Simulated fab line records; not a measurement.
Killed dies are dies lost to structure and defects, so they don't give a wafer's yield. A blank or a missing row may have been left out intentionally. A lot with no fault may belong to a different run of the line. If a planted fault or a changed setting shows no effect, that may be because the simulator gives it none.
Matching of chambers || flow n5 finfet || 4 sister chambers for N5_BEOL_M0_SAQP_SPACER2_ETCHBACK_27 on rie diel-06
The step etches SiO2 in CHF3/O2, target depth 22.5 nm, time 11.25 s. 4 wafers are shown with their chamber, then 7 later ones without.

WAFERS, EACH WITH ITS CHAMBER
{"wafer": "L077.2", "chamber": 1, "drypump motor current A (A)": 5.4}
{"wafer": "L085.2", "chamber": 3, "drypump motor current A (A)": 6.8}
{"wafer": "L093.1", "chamber": 0, "drypump motor current A (A)": 5.5}
{"wafer": "L093.4", "chamber": 2, "drypump motor current A (A)": 5.7}

WAFERS WHOSE CHAMBER IS MISSING
{"wafer": "L093.6", "drypump motor current A (A)": 5.3}
{"wafer": "L095.2", "drypump motor current A (A)": 6.8}
{"wafer": "L095.3", "drypump motor current A (A)": 5.3}
{"wafer": "L095.6", "drypump motor current A (A)": 5.5}
{"wafer": "L097.3", "drypump motor current A (A)": 6.8}
{"wafer": "L097.4", "drypump motor current A (A)": 5.5}
{"wafer": "L097.6", "drypump motor current A (A)": 6.8}

THE CHAMBER EACH PASSED THROUGH
{"wafer": "L093.6", "from the rows above": "can't be placed: 1 or 0", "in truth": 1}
{"wafer": "L095.2", "from the rows above": 3, "in truth": 3}
{"wafer": "L095.3", "from the rows above": "can't be placed: 1 or 0", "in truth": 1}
{"wafer": "L095.6", "from the rows above": "can't be placed: 0 or 1", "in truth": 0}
{"wafer": "L097.3", "from the rows above": 3, "in truth": 3}
{"wafer": "L097.4", "from the rows above": "can't be placed: 0 or 1", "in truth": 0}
{"wafer": "L097.6", "from the rows above": 3, "in truth": 3}
Correctly placed: 3 of 7. Cannot be placed on the basis of these rows: 4; the candidates contain the true chamber in 4. Number placed wrongly: 0.
How it was worked out, from the rows above alone: a wafer's distance from a chamber is the root of the sum, over the readings, of the square of ((its reading less the chamber's mean) divided by the reading's scatter). The wafer belongs to the nearest chamber; if the next one is less than 2 further off, it can't be placed. For every chamber, the mean is computed from those of its wafers that are shown. The scatter (one wafer shown for each chamber): square how far every hidden wafer sits from the nearest shown wafer, average those squares and take the square root.
